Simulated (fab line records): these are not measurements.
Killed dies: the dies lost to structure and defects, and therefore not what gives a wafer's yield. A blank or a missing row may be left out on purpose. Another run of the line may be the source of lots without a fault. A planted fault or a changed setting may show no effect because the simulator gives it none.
fab line records -- flow n5-finfet -- part 1 of 2: steps 1 to 25 of 29
record: lots: 5, wafers: 15, last-day: 17
route steps=1938 shown BEOL_M0@740 BEOL_M1@751
lots that met no fault: taken from a fault-free run of the same line
start-h: hours from the record's opening day to when the first of the lot's shown wafers began -- wait-h: hours from the lot's prior step to this one -- " as in the row above -- L1.1+2: several wafers, shown together as one row -- - either no value or no given start -- * or withheld: withheld -- < > ~ a bound
route shown NAME@n: NAME is a module with steps in the file, n the number in the route of the first one -- usual: mean and standard deviation over wafers with no fault -- same: alike in all rows -- chamber/n: place in a boat -- sites: the reading at each site -- _std_site: their standard deviation -- _edge_site: outer sites' mean less inner sites' -- radius-mm: for every site, how far away it sits from the centre of the wafer -- mask NAME#n: copy n -- behind: the last tool/chamber to shape the wafer -- hold: cause of the lot's hold/its duration in hours/its outcome -- device: which transistor (n, p or np) failed to switch -- end of line: tests of these same wafers at the route's end -- a step without rows: its recipe alone -- killed: at the first sort, the dies lost to defects and structure; wafer yield is something else -- map: a wafer's dies, x killed, . not, _ none there
set.NAME: the setting as run; set.NAME@STEP: as run at that earlier step -- model.NAME: the simulator's own value behind a step, which no gauge read
lots at some steps of the route; a table a step, a row a wafer
services: when a tool's chamber went out of use (start-h, in hours from the record's first day, below 0 if earlier), for how many hours, and the reason
== steps ==
step: N5_BEOL_M0_SPUTTER_141
recipe: material: Cu, target-thk-a: 40, temp-c: -20, chamber-pressure-pa: 0.07, power-w: withheld, time-s: 7.37
usual: throttle-valve-pct: 29.7/0.98
lot.wafer,tool,chamber,start-h,wait-h,throttle-valve-pct
L075.1,pvd-sputter-01,-,129.89,0.0,30.0
L075.2,pvd-sputter-01,-,129.89,0.0,31.1
L075.4,pvd-sputter-01,-,129.89,0.0,30.9
L077.2,pvd-sputter-03,-,137.25,0.0,29.8
L077.3,pvd-sputter-03,-,137.25,0.0,29.3
L077.5,pvd-sputter-03,-,137.25,0.0,29.2
L079.1,pvd-sputter-01,-,145.58,0.0,29.8
L079.4,pvd-sputter-01,-,145.58,0.0,30.8
L079.6,pvd-sputter-01,-,145.58,0.0,31.0
L090.4,pvd-sputter-02,-,225.97,0.0,29.1
L090.5,pvd-sputter-02,-,225.97,0.0,30.1
L090.6,pvd-sputter-02,-,225.97,0.0,28.4
L095.1,pvd-sputter-01,-,250.13,0.0,30.1
L095.3,pvd-sputter-01,-,250.13,0.0,31.0
L095.5,pvd-sputter-01,-,250.13,0.0,28.9
step: N5_BEOL_M0_ECD_118
recipe: material: Cu, target-thk-a: 3000
lot.wafer,tool,chamber,start-h,wait-h
L075.1+2+4,ecd-cu-01,"0,1,0",130.01,0.1
L077.2+3+5,ecd-cu-02,"1,0,0",137.36,0.1
L079.1+4+6,ecd-cu-02,"1,1,0",145.70,0.1
L090.4+5+6,ecd-cu-02,"0,0,1",226.10,0.1
L095.1+3+5,ecd-cu-02,1,250.25,0.1
step: N5_BEOL_M0_ANNEAL_119
recipe: temp-c: 225, time-s: 90, ambient: N2
usual: wafer_temp_C_max: 226.0/0.36
lot.wafer,tool,chamber,start-h,wait-h,wafer_temp_C_max
L075.1,rtp-anneal-01,0,131.91,1.9,226.0
L075.2,rtp-anneal-01,0,131.91,1.9,226.1
L075.4,rtp-anneal-01,0,131.91,1.9,225.8
L077.2,rtp-anneal-02,0,137.49,0.1,226.0
L077.3,rtp-anneal-02,0,137.49,0.1,225.7
L077.5,rtp-anneal-02,0,137.49,0.1,225.6
L079.1,rtp-anneal-01,0,145.78,0.1,226.5
L079.4,rtp-anneal-01,0,145.78,0.1,226.3
L079.6,rtp-anneal-01,0,145.78,0.1,226.4
L090.4,rtp-anneal-01,0,226.38,0.3,226.2
L090.5,rtp-anneal-01,0,226.38,0.3,226.5
L090.6,rtp-anneal-01,0,226.38,0.3,226.4
L095.1,rtp-anneal-01,0,250.44,0.2,226.3
L095.3,rtp-anneal-01,0,250.44,0.2,226.3
L095.5,rtp-anneal-01,0,250.44,0.2,226.2
step: N5_BEOL_M0_CMP_120
recipe: stop-on: SiOC, t-overpolish-s: 6.9, down-force-psi: 1, platen-rpm: 50, clearing-platen-down-force-psi: 1.5, clearing-platen-rpm: 50, post-cmp-clean: cu-alkaline, clearing-platen-pad-velocity-m-s: 0.99484, pad-velocity-m-s: 0.99484
usual: barrier-field-endpoint-s: 3.60/0.11, head-pressure-psi: 0.9998/0.0021, motor-current-A: 6.4/0.6, overpolish-run-s: 6.899/0.0091, time-to-endpoint-s: 63.0/2.3
lot.wafer,tool,chamber,start-h,wait-h,barrier-field-endpoint-s,head-pressure-psi,motor-current-A,overpolish-run-s,time-to-endpoint-s
L075.2,cmp-03,1,132.48,0.4,3.67,1.0022,5.3,6.899,64.1
L075.1,cmp-03,2,132.48,0.4,3.61,1.0005,5.5,6.908,62.1
L075.4,cmp-03,0,132.48,0.4,3.57,0.9971,6.0,6.912,59.0
L077.3,cmp-01,2,137.74,0.2,3.73,1.0014,6.9,6.902,65.1
L077.2,cmp-01,1,137.74,0.2,3.57,0.9987,6.7,6.912,64.0
L077.5,cmp-01,2,137.74,0.2,3.80,0.9996,6.9,6.896,61.9
L079.1,cmp-01,1,146.09,0.3,3.61,0.9975,7.0,6.885,62.9
L079.4,cmp-01,3,146.09,0.3,3.52,0.9955,6.2,6.900,58.0
L079.6,cmp-01,1,146.09,0.3,3.77,1.0005,7.0,6.894,64.3
L090.4,cmp-02,0,226.58,0.2,3.65,1.0004,5.2,6.893,66.8
L090.5,cmp-02,3,226.58,0.2,3.42,1.0005,7.1,6.891,64.6
L090.6,cmp-02,0,226.58,0.2,3.59,1.0018,5.6,6.932,62.0
L095.3,cmp-01,1,250.78,0.2,3.68,0.9991,6.7,6.895,67.4
L095.1,cmp-01,2,250.78,0.2,3.55,0.9991,6.9,6.918,63.4
L095.5,cmp-01,1,250.78,0.2,3.69,0.9992,6.7,6.895,65.6
step: N5_BEOL_M0_PRE_CLEAN_131
recipe: gas: NH3/H2, time-s: 15, temp-c: *, rf-power-w: 300
usual: heater-power-w: 72/17, rf-fwd-power-W: 296.7/1.5
lot.wafer,tool,chamber,start-h,wait-h,heater-power-w,rf-fwd-power-W
L075.1,cvd-co-02,2,132.81,0.0,79,296.5
L075.2,cvd-co-02,0,132.81,0.0,94,298.7
L075.4,cvd-co-02,2,132.81,0.0,77,297.6
L077.2,cvd-co-02,2,138.07,0.0,81,298.1
L077.3,cvd-co-02,0,138.07,0.0,97,298.2
L077.5,cvd-co-02,0,138.07,0.0,99,297.0
L079.1,cvd-co-02,1,146.42,0.0,51,295.6
L079.4,cvd-co-02,0,146.42,0.0,98,297.3
L079.6,cvd-co-02,1,146.42,0.0,53,295.9
L090.4,cvd-co-02,0,226.90,0.1,101,296.7
L090.5,cvd-co-02,2,226.90,0.1,83,298.3
L090.6,cvd-co-02,1,226.90,0.1,52,295.6
L095.1,cvd-co-01,1,251.07,0.0,76,295.3
L095.3,cvd-co-01,2,251.07,0.0,46,294.8
L095.5,cvd-co-01,1,251.07,0.0,77,296.7
step: N5_BEOL_M0_CO_CAP_123
recipe: material: Co, target-thk-a: 20, temp-c: 200, precursor: CCTBA/H2, pressure-torr: 30, time-s: 102.1
usual: chamber-pressure-Torr: 30.01/0.059, heater-power-w: 219/22
lot.wafer,tool,chamber,start-h,wait-h,chamber-pressure-Torr,heater-power-w
L075.1,cvd-co-02,2,132.87,0.0,30.07,231
L075.2,cvd-co-02,0,132.87,0.0,29.99,246
L075.4,cvd-co-02,2,132.87,0.0,30.00,227
L077.2,cvd-co-02,2,138.11,0.0,30.00,231
L077.3,cvd-co-02,0,138.11,0.0,30.01,243
L077.5,cvd-co-02,0,138.11,0.0,29.95,255
L079.1,cvd-co-02,1,146.46,0.0,30.09,197
L079.4,cvd-co-02,0,146.46,0.0,30.02,253
L079.6,cvd-co-02,1,146.46,0.0,30.05,196
L090.4,cvd-co-02,0,226.95,0.0,29.93,262
L090.5,cvd-co-02,2,226.95,0.0,30.01,239
L090.6,cvd-co-02,1,226.95,0.0,29.99,200
L095.1,cvd-co-01,1,251.11,0.0,29.93,227
L095.3,cvd-co-01,2,251.11,0.0,30.03,192
L095.5,cvd-co-01,1,251.11,0.0,29.98,226
step: N5_BEOL_M0_PRE_CLEAN_124
recipe: gas: NH3, time-s: 15, temp-c: withheld, rf-power-w: 300
usual: rf-fwd-power-W: 295.5/1.5
lot.wafer,tool,chamber,start-h,wait-h,rf-fwd-power-W
L075.1,pecvd-01,1,132.99,0.1,297.7
L075.2,pecvd-01,2,132.99,0.1,295.7
L075.4,pecvd-01,1,132.99,0.1,297.2
L077.2,pecvd-01,0,138.20,0.1,297.0
L077.3,pecvd-01,1,138.20,0.1,296.5
L077.5,pecvd-01,1,138.20,0.1,297.4
L079.1,pecvd-04,2,146.55,0.1,292.1
L079.4,pecvd-04,2,146.55,0.1,292.0
L079.6,pecvd-04,0,146.55,0.1,297.1
L090.4,pecvd-01,1,227.02,0.0,296.1
L090.5,pecvd-01,2,227.02,0.0,297.8
L090.6,pecvd-01,0,227.02,0.0,296.5
L095.1,pecvd-01,1,251.21,0.1,297.7
L095.3,pecvd-01,2,251.21,0.1,295.0
L095.5,pecvd-01,0,251.21,0.1,294.9
step: N5_BEOL_M0_DEP_125
recipe: material: SiCN, target-thk-a: 80, temp-c: withheld, precursor: 3MS/NH3, pressure-torr: 3, rf-w: 202, time-s: 14
usual: chamber-pressure-Torr: 3.001/0.0067, rf-fwd-power-W: 199.7/0.96, showerhead-plenum-p-Torr: 3.662/0.0088, throttle-valve-pct: 9.0/0.37
lot.wafer,tool,chamber,start-h,wait-h,chamber-pressure-Torr,rf-fwd-power-W,showerhead-plenum-p-Torr,throttle-valve-pct
L075.1,pecvd-01,1,133.02,0.0,2.993,199.8,3.661,8.9
L075.2,pecvd-01,2,133.02,0.0,2.992,199.4,3.674,8.9
L075.4,pecvd-01,1,133.02,0.0,2.999,201.2,3.672,8.9
L077.2,pecvd-01,0,138.23,0.0,3.004,199.3,3.672,9.2
L077.3,pecvd-01,1,138.23,0.0,3.003,200.9,3.669,9.3
L077.5,pecvd-01,1,138.23,0.0,3.006,200.8,3.666,8.9
L079.1,pecvd-04,2,146.58,0.0,3.006,197.9,3.666,9.8
L079.4,pecvd-04,2,146.58,0.0,3.010,197.0,3.679,9.7
L079.6,pecvd-04,0,146.58,0.0,3.003,200.2,3.665,9.0
L090.4,pecvd-01,1,227.05,0.0,2.999,200.7,3.662,9.1
L090.5,pecvd-01,2,227.05,0.0,2.993,200.4,3.673,8.7
L090.6,pecvd-01,0,227.05,0.0,3.001,199.1,3.670,9.0
L095.1,pecvd-01,1,251.23,0.0,3.003,200.3,3.669,9.5
L095.3,pecvd-01,2,251.23,0.0,3.002,200.3,3.674,8.9
L095.5,pecvd-01,0,251.23,0.0,3.007,199.7,3.667,9.0
step: N5_BEOL_M0_RS_MEAS_126
recipe: thk-meas-gauge: four-point-probe, reads: Co_of_BEOL_M0_CO_CAP_123+Cu_of_BEOL_M0_ECD_118+Co_of_BEOL_M0_CVD_115+TaN_of_BEOL_M0_ALD_136
usual: M0_RS: 0.525/0.014
lot.wafer,tool,chamber,start-h,wait-h,M0_RS[ohm/sq]
L075.1,film-metro-01,-,133.09,0.0,0.563
L075.2,film-metro-01,-,133.09,0.0,0.558
L075.4,film-metro-01,-,133.09,0.0,0.536
L077.2,film-metro-01,-,138.29,0.1,0.528
L077.3,film-metro-01,-,138.29,0.1,0.532
L077.5,film-metro-01,-,138.29,0.1,0.522
L079.1,film-metro-01,-,146.64,0.0,0.520
L079.4,film-metro-01,-,146.64,0.0,0.511
L079.6,film-metro-01,-,146.64,0.0,0.503
L090.4,film-metro-02,-,227.11,0.0,0.512
L090.5,film-metro-02,-,227.11,0.0,0.492
L090.6,film-metro-02,-,227.11,0.0,0.530
L095.1,film-metro-02,-,251.30,0.0,0.546
L095.3,film-metro-02,-,251.30,0.0,0.529
L095.5,film-metro-02,-,251.30,0.0,0.530
step: N5_BEOL_M0_INSPECT_127
recipe: inspect-instrument: darkfield, mode: post-dep
usual: raw-defect-count: 68/24
lot.wafer,tool,chamber,start-h,wait-h,raw-defect-count
L075.1,defect-inspect-01,-,133.11,0.0,69
L075.2,defect-inspect-01,-,133.11,0.0,56
L075.4,defect-inspect-01,-,133.11,0.0,50
L077.2,defect-inspect-01,-,138.32,0.0,72
L077.3,defect-inspect-01,-,138.32,0.0,105
L077.5,defect-inspect-01,-,138.32,0.0,86
L079.1,defect-inspect-02,-,146.67,0.0,33
L079.4,defect-inspect-02,-,146.67,0.0,36
L079.6,defect-inspect-02,-,146.67,0.0,29
L090.4,defect-inspect-01,-,227.13,0.0,60
L090.5,defect-inspect-01,-,227.13,0.0,90
L090.6,defect-inspect-01,-,227.13,0.0,58
L095.1,defect-inspect-02,-,251.32,0.0,117
L095.3,defect-inspect-02,-,251.32,0.0,72
L095.5,defect-inspect-02,-,251.32,0.0,68
step: N5_BEOL_M1_ILD_DEP_00
recipe: material: SiOC, target-thk-a: 790, temp-c: 350, precursor: DEMS/O2, pressure-torr: 5, rf-w: 500, time-s: 15.3
usual: chamber-pressure-Torr: 4.998/0.011, heater-power-w: 425/55, rf-fwd-power-W: 494.2/2.8, showerhead-plenum-p-Torr: 5.692/0.016, throttle-valve-pct: 11.8/0.51
lot.wafer,tool,chamber,start-h,wait-h,chamber-pressure-Torr,heater-power-w,rf-fwd-power-W,showerhead-plenum-p-Torr,throttle-valve-pct
L075.1,pecvd-02,0,133.15,0.0,4.988,449,497.5,5.685,12.5
L075.2,pecvd-02,2,133.15,0.0,4.991,487,490.4,5.715,10.9
L075.4,pecvd-02,2,133.15,0.0,4.981,470,487.1,5.699,10.8
L077.2,pecvd-02,2,138.36,0.0,5.009,485,488.1,5.695,10.8
L077.3,pecvd-02,0,138.36,0.0,4.997,429,494.3,5.665,12.5
L077.5,pecvd-02,2,138.36,0.0,5.009,486,489.0,5.704,11.0
L079.1,pecvd-02,0,146.71,0.0,4.977,467,498.2,5.665,12.7
L079.4,pecvd-02,2,146.71,0.0,4.983,520,493.2,5.693,10.8
L079.6,pecvd-02,0,146.71,0.0,5.010,467,499.6,5.672,12.4
L090.4,pecvd-02,2,227.18,0.1,4.988,495,489.6,5.701,11.1
L090.5,pecvd-02,1,227.18,0.1,4.985,448,494.9,5.720,12.3
L090.6,pecvd-02,0,227.18,0.1,5.026,425,497.6,5.657,12.6
L095.1,pecvd-03,0,251.36,0.0,5.010,474,493.5,5.694,11.6
L095.3,pecvd-03,1,251.36,0.0,4.999,388,494.5,5.686,11.4
L095.5,pecvd-03,0,251.36,0.0,4.999,472,493.1,5.686,11.5
step: N5_BEOL_M1_THK_MEAS_01
recipe: reads: SiOC_of_BEOL_M1_ILD_DEP_00
usual: M1_ILD_THK: 78.9/1
lot.wafer,tool,chamber,start-h,wait-h,M1_ILD_THK[nm]
L075.1,film-metro-02,-,133.22,0.0,78.9
L075.2,film-metro-02,-,133.22,0.0,79.6
L075.4,film-metro-02,-,133.22,0.0,80.7
L077.2,film-metro-01,-,138.44,0.1,78.4
L077.3,film-metro-01,-,138.44,0.1,78.6
L077.5,film-metro-01,-,138.44,0.1,79.1
L079.1,film-metro-01,-,146.77,0.0,77.0
L079.4,film-metro-01,-,146.77,0.0,78.4
L079.6,film-metro-01,-,146.77,0.0,78.9
L090.4,film-metro-02,-,227.24,0.0,80.5
L090.5,film-metro-02,-,227.24,0.0,80.0
L090.6,film-metro-02,-,227.24,0.0,79.8
L095.1,film-metro-01,-,251.43,0.0,76.5
L095.3,film-metro-01,-,251.43,0.0,77.6
L095.5,film-metro-01,-,251.43,0.0,77.7
step: N5_BEOL_M1_PECVD_72
recipe: material: SiO2, target-thk-a: 160, temp-c: 400, precursor: TEOS/O2, pressure-torr: 5.5, rf-w: 450, teos-flow-sccm: 53.8, gas: O2, flow-sccm: 3000, time-s: 18
usual: chamber-pressure-Torr: 5.499/0.013, heater-power-w: 630/82, rf-fwd-power-W: 445.4/2.1, showerhead-plenum-p-Torr: 8.78/0.057, throttle-valve-pct: 22.1/0.82
lot.wafer,tool,chamber,start-h,wait-h,chamber-pressure-Torr,heater-power-w,rf-fwd-power-W,showerhead-plenum-p-Torr,throttle-valve-pct
L075.1,pecvd-03,2,133.25,0.0,5.490,725,446.6,8.69,21.5
L075.2,pecvd-03,0,133.25,0.0,5.507,720,445.4,8.78,22.0
L075.4,pecvd-03,1,133.25,0.0,5.482,568,445.2,8.76,21.2
L077.2,pecvd-01,1,138.48,0.0,5.490,539,446.2,8.76,22.5
L077.3,pecvd-01,0,138.48,0.0,5.511,612,445.9,8.83,22.3
L077.5,pecvd-01,1,138.48,0.0,5.474,540,447.6,8.81,22.4
L079.1,pecvd-01,0,146.81,0.0,5.507,558,445.4,8.81,22.4
L079.4,pecvd-01,2,146.81,0.0,5.491,482,445.8,8.83,22.1
L079.6,pecvd-01,0,146.81,0.0,5.517,561,444.2,8.79,22.7
L090.4,pecvd-02,1,227.29,0.1,5.506,750,447.4,8.83,23.0
L090.5,pecvd-02,0,227.29,0.1,5.509,680,447.3,8.67,23.5
L090.6,pecvd-02,2,227.29,0.1,5.494,653,439.9,8.82,20.6
L095.1,pecvd-01,0,251.47,0.0,5.506,598,445.9,8.80,22.2
L095.3,pecvd-01,1,251.47,0.0,5.516,600,446.1,8.78,22.5
L095.5,pecvd-01,0,251.47,0.0,5.509,594,446.3,8.81,22.5
step: N5_BEOL_M1_HM_DEP_02
recipe: material: TiN, target-thk-a: 200, temp-c: 25, chamber-pressure-pa: 0.49996
usual: throttle-valve-pct: 29.8/1
lot.wafer,tool,chamber,start-h,wait-h,throttle-valve-pct
L075.1,pvd-sputter-01,-,135.19,1.9,30.2
L075.2,pvd-sputter-01,-,135.19,1.9,28.8
L075.4,pvd-sputter-01,-,135.19,1.9,30.9
L077.2,pvd-sputter-01,-,139.07,0.6,31.0
L077.3,pvd-sputter-01,-,139.07,0.6,30.9
L077.5,pvd-sputter-01,-,139.07,0.6,31.0
L079.1,pvd-sputter-02,-,149.75,2.9,28.1
L079.4,pvd-sputter-02,-,149.75,2.9,30.4
L079.6,pvd-sputter-02,-,149.75,2.9,30.5
L090.4,pvd-sputter-02,-,227.33,0.0,29.1
L090.5,pvd-sputter-02,-,227.33,0.0,30.0
L090.6,pvd-sputter-02,-,227.33,0.0,30.4
L095.1,pvd-sputter-03,-,252.72,1.2,27.8
L095.3,pvd-sputter-03,-,252.72,1.2,29.2
L095.5,pvd-sputter-03,-,252.72,1.2,29.9
step: N5_BEOL_M1_COAT_61
recipe: resist: SOC, temp-c: 250, time-s: 60, spin-rpm: 1500, resist-thk-nm: 60
usual: dispense-pressure-kPa: 43.8/2.5
lot.wafer,tool,chamber,start-h,wait-h,dispense-pressure-kPa
L075.1,litho-track-02,0,135.32,0.1,41.5
L075.2,litho-track-02,0,135.32,0.1,41.5
L075.4,litho-track-02,0,135.32,0.1,41.5
L077.2,litho-track-02,0,139.20,0.1,41.5
L077.3,litho-track-02,0,139.20,0.1,41.5
L077.5,litho-track-02,0,139.20,0.1,41.5
L079.1,litho-track-01,0,149.87,0.1,47.8
L079.4,litho-track-01,0,149.87,0.1,47.8
L079.6,litho-track-01,0,149.87,0.1,47.8
L090.4,litho-track-02,0,227.46,0.1,41.4
L090.5,litho-track-02,0,227.46,0.1,41.5
L090.6,litho-track-02,0,227.46,0.1,41.4
L095.1,litho-track-05,0,252.85,0.1,43.4
L095.3,litho-track-05,0,252.85,0.1,43.4
L095.5,litho-track-05,0,252.85,0.1,43.4
step: N5_BEOL_M1_COAT_62
recipe: resist: SiARC, temp-c: 220, time-s: 60, spin-rpm: 1500, resist-thk-nm: 12
usual: dispense-pressure-kPa: 43.8/2.5
lot.wafer,tool,chamber,start-h,wait-h,dispense-pressure-kPa
L075.1,litho-track-02,0,-,-,41.5
L075.2,litho-track-02,0,-,-,41.5
L075.4,litho-track-02,0,-,-,41.5
L077.2,litho-track-02,0,-,-,41.5
L077.3,litho-track-02,0,-,-,41.5
L077.5,litho-track-02,0,-,-,41.5
L079.1,litho-track-01,0,-,-,47.8
L079.4,litho-track-01,0,-,-,47.8
L079.6,litho-track-01,0,-,-,47.8
L090.4,litho-track-02,0,-,-,41.4
L090.5,litho-track-02,0,-,-,41.4
L090.6,litho-track-02,0,-,-,41.4
L095.1,litho-track-05,0,-,-,43.4
L095.3,litho-track-05,0,-,-,43.4
L095.5,litho-track-05,0,-,-,43.4
step: N5_BEOL_M1_COAT_73
recipe: resist: underlayer, temp-c: 205, time-s: 60, spin-rpm: 1500, resist-thk-nm: 5
usual: dispense-pressure-kPa: 43.8/2.5
lot.wafer,tool,chamber,start-h,wait-h,dispense-pressure-kPa
L075.1,litho-track-02,0,-,-,41.6
L075.2,litho-track-02,0,-,-,41.5
L075.4,litho-track-02,0,-,-,41.5
L077.2,litho-track-02,0,-,-,41.5
L077.3,litho-track-02,0,-,-,41.5
L077.5,litho-track-02,0,-,-,41.5
L079.1,litho-track-01,0,-,-,47.9
L079.4,litho-track-01,0,-,-,47.9
L079.6,litho-track-01,0,-,-,47.9
L090.4,litho-track-02,0,-,-,41.5
L090.5,litho-track-02,0,-,-,41.4
L090.6,litho-track-02,0,-,-,41.4
L095.1,litho-track-05,0,-,-,43.4
L095.3,litho-track-05,0,-,-,43.4
L095.5,litho-track-05,0,-,-,43.4
step: N5_BEOL_M1_COAT_05
recipe: resist: CAR-EUV, spin-rpm: 1500, resist-thk-nm: 30
usual: dispense-pressure-kPa: 43.8/2.5
lot.wafer,tool,chamber,start-h,wait-h,dispense-pressure-kPa
L075.1,litho-track-02,0,-,-,41.4
L075.2,litho-track-02,0,-,-,41.4
L075.4,litho-track-02,0,-,-,41.5
L077.2,litho-track-02,0,-,-,41.5
L077.3,litho-track-02,0,-,-,41.4
L077.5,litho-track-02,0,-,-,41.4
L079.1,litho-track-01,0,-,-,47.9
L079.4,litho-track-01,0,-,-,47.9
L079.6,litho-track-01,0,-,-,47.8
L090.4,litho-track-02,0,-,-,41.5
L090.5,litho-track-02,0,-,-,41.5
L090.6,litho-track-02,0,-,-,41.4
L095.1,litho-track-05,0,-,-,43.4
L095.3,litho-track-05,0,-,-,43.4
L095.5,litho-track-05,0,-,-,43.4
step: N5_BEOL_M1_EBR_07
recipe: solvent: PGMEA, ebr-width-mm: 1.5
lot.wafer,tool,chamber,start-h,wait-h
L075.1+2+4,litho-track-02,0,-,-
L077.2+3+5,litho-track-02,0,-,-
L079.1+4+6,litho-track-01,0,-,-
L090.4+5+6,litho-track-02,0,-,-
L095.1+3+5,litho-track-05,0,-,-
step: N5_BEOL_M1_SOFTBAKE_06
recipe: temp-c: 110, time-s: 60, resist: CAR-EUV
lot.wafer,tool,chamber,start-h,wait-h
L075.1+2+4,litho-track-02,0,-,-
L077.2+3+5,litho-track-02,0,-,-
L079.1+4+6,litho-track-01,0,-,-
L090.4+5+6,litho-track-02,0,-,-
L095.1+3+5,litho-track-05,0,-,-
step: N5_BEOL_M1_EXPOSE_08
recipe: mask-id: M1, na: 0.33, source-shape: dipole, sigma-inner: 0.369, sigma-outer: 0.767, polarization: unpolarized, dose-mj: 33
lot.wafer,tool,chamber,start-h,wait-h,mask
L075.1+2+4,euv-scanner-01,0,135.60,-,M1#0
L077.2+3+5,euv-scanner-02,0,139.46,-,M1#0
L079.1+4+6,euv-scanner-02,0,150.01,-,M1#0
L090.4+5+6,euv-scanner-01,0,227.74,-,M1#0
L095.1+3+5,euv-scanner-01,0,253.11,-,M1#0
step: N5_BEOL_M1_PEB_09
recipe: peb-temp-c: 100, peb-time-s: 60, resist: CAR-EUV
lot.wafer,tool,chamber,start-h,wait-h
L075.1+2+4,litho-track-01,0,135.66,0.1
L077.2+3+5,litho-track-01,0,139.52,0.0
L079.1+4+6,litho-track-05,0,150.07,0.1
L090.4+5+6,litho-track-02,0,227.79,0.0
L095.1+3+5,litho-track-01,0,253.17,0.1
step: N5_BEOL_M1_DEVELOP_10
recipe: develop-time-s: 30, developer: TMAH, resist: CAR-EUV, rinse-liquid: surfactant-rinse, dry: air-spin, dev-temp-c: 23
lot.wafer,tool,chamber,start-h,wait-h
L075.1+2+4,litho-track-01,0,-,-
L077.2+3+5,litho-track-01,0,-,-
L079.1+4+6,litho-track-05,0,-,-
L090.4+5+6,litho-track-02,0,-,-
L095.1+3+5,litho-track-01,0,-,-
step: N5_BEOL_M1_CD_MEAS_11
recipe: target-cd-nm: 17.05, landing-energy-ev: 500, detector: se-inlens, polarity: opening
usual: cd-nm: 17.00/0.25
lot.wafer,tool,chamber,start-h,wait-h,cd-nm
L075.1,cd-sem-03,0,135.73,-,16.42
L075.2,cd-sem-03,0,135.73,-,17.04
L075.4,cd-sem-03,0,135.73,-,16.78
L077.2,cd-sem-01,0,139.58,-,16.85
L077.3,cd-sem-01,0,139.58,-,17.30
L077.5,cd-sem-01,0,139.58,-,16.90
L079.1,cd-sem-03,0,150.13,-,16.79
L079.4,cd-sem-03,0,150.13,-,16.97
L079.6,cd-sem-03,0,150.13,-,16.79
L090.4,cd-sem-01,0,227.85,-,17.21
L090.5,cd-sem-01,0,227.85,-,16.75
L090.6,cd-sem-01,0,227.85,-,16.46
L095.1,cd-sem-02,0,253.24,-,16.72
L095.3,cd-sem-02,0,253.24,-,16.94
L095.5,cd-sem-02,0,253.24,-,16.98
step: N5_BEOL_M1_OVL_MEAS_12
recipe: points-per-wafer: 522
usual: M1_OVL: 0.0/0.6
lot.wafer,tool,chamber,start-h,wait-h,M1_OVL[nm]
L075.1,overlay-02,0,135.76,0.0,0.1
L075.2,overlay-02,0,135.76,0.0,-0.3
L075.4,overlay-02,0,135.76,0.0,0.0
L077.2,overlay-02,0,139.62,0.0,-0.7
L077.3,overlay-02,0,139.62,0.0,0.2
L077.5,overlay-02,0,139.62,0.0,-1.7
L079.1,overlay-01,0,150.17,0.0,-0.3
L079.4,overlay-01,0,150.17,0.0,0.1
L079.6,overlay-01,0,150.17,0.0,-0.1
L090.4,overlay-01,0,227.90,0.0,0.4
L090.5,overlay-01,0,227.90,0.0,-0.5
L090.6,overlay-01,0,227.90,0.0,-0.5
L095.1,overlay-02,0,253.27,0.0,-0.3
L095.3,overlay-02,0,253.27,0.0,-0.1
L095.5,overlay-02,0,253.27,0.0,-0.8
